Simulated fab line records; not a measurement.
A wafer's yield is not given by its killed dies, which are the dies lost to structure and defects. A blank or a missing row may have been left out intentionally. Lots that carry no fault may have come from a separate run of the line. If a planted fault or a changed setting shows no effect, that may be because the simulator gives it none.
Chamber matching || flow n5_finfet || N5_PMOS_HMC_CHANNEL_EPI_ETCH_38 on rie_si-05: 4 sister chambers
The step etches SiO2 in CF4, target depth 1.5 nm. 22 wafers are shown with their chamber, then 11 later ones without.

== WAFERS PAIRED WITH THEIR CHAMBERS ==
{"wafer": "L075.1", "chamber": 1, "throttle_valve_pct (%)": 22.02, "drypump_motor_current_A (A)": 5.5, "oes_product_au (a.u.)": 1.014}
{"wafer": "L075.2", "chamber": 2, "throttle_valve_pct (%)": 21.76, "drypump_motor_current_A (A)": 5.1, "oes_product_au (a.u.)": 1.002}
{"wafer": "L075.3", "chamber": 3, "throttle_valve_pct (%)": 22.10, "drypump_motor_current_A (A)": 5.8, "oes_product_au (a.u.)": 1.000}
{"wafer": "L075.4", "chamber": 2, "throttle_valve_pct (%)": 21.76, "drypump_motor_current_A (A)": 5.1, "oes_product_au (a.u.)": 1.004}
{"wafer": "L075.5", "chamber": 1, "throttle_valve_pct (%)": 22.03, "drypump_motor_current_A (A)": 5.5, "oes_product_au (a.u.)": 1.014}
{"wafer": "L075.6", "chamber": 3, "throttle_valve_pct (%)": 22.09, "drypump_motor_current_A (A)": 5.9, "oes_product_au (a.u.)": 0.988}
{"wafer": "L077.2", "chamber": 2, "throttle_valve_pct (%)": 21.77, "drypump_motor_current_A (A)": 5.1, "oes_product_au (a.u.)": 1.004}
{"wafer": "L077.3", "chamber": 3, "throttle_valve_pct (%)": 22.07, "drypump_motor_current_A (A)": 5.8, "oes_product_au (a.u.)": 0.996}
{"wafer": "L077.4", "chamber": 1, "throttle_valve_pct (%)": 22.03, "drypump_motor_current_A (A)": 5.4, "oes_product_au (a.u.)": 1.013}
{"wafer": "L079.2", "chamber": 3, "throttle_valve_pct (%)": 22.09, "drypump_motor_current_A (A)": 5.8, "oes_product_au (a.u.)": 1.000}
{"wafer": "L079.3", "chamber": 1, "throttle_valve_pct (%)": 22.04, "drypump_motor_current_A (A)": 5.4, "oes_product_au (a.u.)": 1.016}
{"wafer": "L079.6", "chamber": 2, "throttle_valve_pct (%)": 21.74, "drypump_motor_current_A (A)": 5.1, "oes_product_au (a.u.)": 1.005}
{"wafer": "L088.2", "chamber": 2, "throttle_valve_pct (%)": 21.77, "drypump_motor_current_A (A)": 5.1, "oes_product_au (a.u.)": 1.019}
{"wafer": "L088.5", "chamber": 1, "throttle_valve_pct (%)": 22.03, "drypump_motor_current_A (A)": 5.4, "oes_product_au (a.u.)": 1.027}
{"wafer": "L088.6", "chamber": 2, "throttle_valve_pct (%)": 21.76, "drypump_motor_current_A (A)": 5.1, "oes_product_au (a.u.)": 1.022}
{"wafer": "L090.1", "chamber": 3, "throttle_valve_pct (%)": 22.09, "drypump_motor_current_A (A)": 5.8, "oes_product_au (a.u.)": 0.988}
{"wafer": "L090.3", "chamber": 0, "throttle_valve_pct (%)": 21.96, "drypump_motor_current_A (A)": 5.9, "oes_product_au (a.u.)": 1.013}
{"wafer": "L090.5", "chamber": 1, "throttle_valve_pct (%)": 22.04, "drypump_motor_current_A (A)": 5.4, "oes_product_au (a.u.)": 1.004}
{"wafer": "L091.1", "chamber": 0, "throttle_valve_pct (%)": 21.96, "drypump_motor_current_A (A)": 6.0, "oes_product_au (a.u.)": 1.018}
{"wafer": "L091.2", "chamber": 2, "throttle_valve_pct (%)": 21.77, "drypump_motor_current_A (A)": 5.1, "oes_product_au (a.u.)": 1.016}
{"wafer": "L091.3", "chamber": 3, "throttle_valve_pct (%)": 22.10, "drypump_motor_current_A (A)": 5.8, "oes_product_au (a.u.)": 1.008}
{"wafer": "L091.4", "chamber": 1, "throttle_valve_pct (%)": 22.02, "drypump_motor_current_A (A)": 5.4, "oes_product_au (a.u.)": 1.023}

SIGNATURES (means of the wafers above)
{"reading": "throttle_valve_pct", "chamber 0": 21.9600, "chamber 1": 22.0300, "chamber 2": 21.7614, "chamber 3": 22.0900, "scatter within a chamber": 0.00968}
{"reading": "drypump_motor_current_A", "chamber 0": 5.950, "chamber 1": 5.429, "chamber 2": 5.100, "chamber 3": 5.817, "scatter within a chamber": 0.0392}
{"reading": "oes_product_au", "chamber 0": 1.01550, "chamber 1": 1.01586, "chamber 2": 1.01029, "chamber 3": 0.99667, "scatter within a chamber": 0.0077}
Rule: a wafer lies at a distance from a chamber equal to the root of the sum of squares, over the readings, of (its reading less the chamber's mean, divided by the reading's scatter). If the next closest chamber is less than 2 further off than the closest, the wafer can't be placed; otherwise it belongs to the closest. The scatter is the square root of a quotient: the sum, over the shown wafers, of each reading's squared deviation from its chamber's mean, divided by wafers minus chambers.

== WAFERS WHOSE CHAMBER IS MISSING ==
{"wafer": "L091.5", "throttle_valve_pct (%)": 21.95, "drypump_motor_current_A (A)": 5.9, "oes_product_au (a.u.)": 1.021}
{"wafer": "L091.6", "throttle_valve_pct (%)": 22.02, "drypump_motor_current_A (A)": 5.4, "oes_product_au (a.u.)": 1.021}
{"wafer": "L092.2", "throttle_valve_pct (%)": 22.04, "drypump_motor_current_A (A)": 5.4, "oes_product_au (a.u.)": 1.028}
{"wafer": "L092.4", "throttle_valve_pct (%)": 21.77, "drypump_motor_current_A (A)": 5.1, "oes_product_au (a.u.)": 1.006}
{"wafer": "L092.6", "throttle_valve_pct (%)": 22.04, "drypump_motor_current_A (A)": 5.4, "oes_product_au (a.u.)": 1.027}
{"wafer": "L093.2", "throttle_valve_pct (%)": 22.09, "drypump_motor_current_A (A)": 5.8, "oes_product_au (a.u.)": 1.007}
{"wafer": "L093.3", "throttle_valve_pct (%)": 21.76, "drypump_motor_current_A (A)": 5.1, "oes_product_au (a.u.)": 1.017}
{"wafer": "L093.5", "throttle_valve_pct (%)": 22.08, "drypump_motor_current_A (A)": 5.8, "oes_product_au (a.u.)": 1.005}
{"wafer": "L096.2", "throttle_valve_pct (%)": 21.76, "drypump_motor_current_A (A)": 5.0, "oes_product_au (a.u.)": 1.015}
{"wafer": "L096.4", "throttle_valve_pct (%)": 21.94, "drypump_motor_current_A (A)": 5.9, "oes_product_au (a.u.)": 1.016}
{"wafer": "L096.6", "throttle_valve_pct (%)": 22.04, "drypump_motor_current_A (A)": 5.4, "oes_product_au (a.u.)": 1.020}

== WHICH CHAMBER EACH ONE RAN IN ==
{"wafer": "L091.5", "from the rows above": 0, "in truth": 0}
{"wafer": "L091.6", "from the rows above": 1, "in truth": 1}
{"wafer": "L092.2", "from the rows above": 1, "in truth": 1}
{"wafer": "L092.4", "from the rows above": 2, "in truth": 2}
{"wafer": "L092.6", "from the rows above": 1, "in truth": 1}
{"wafer": "L093.2", "from the rows above": 3, "in truth": 3}
{"wafer": "L093.3", "from the rows above": 2, "in truth": 2}
{"wafer": "L093.5", "from the rows above": 3, "in truth": 3}
{"wafer": "L096.2", "from the rows above": 2, "in truth": 2}
{"wafer": "L096.4", "from the rows above": 0, "in truth": 0}
{"wafer": "L096.6", "from the rows above": 1, "in truth": 1}
Correctly placed: 11 of 11. Left unplaced by these rows: 0. Number placed wrongly: 0.
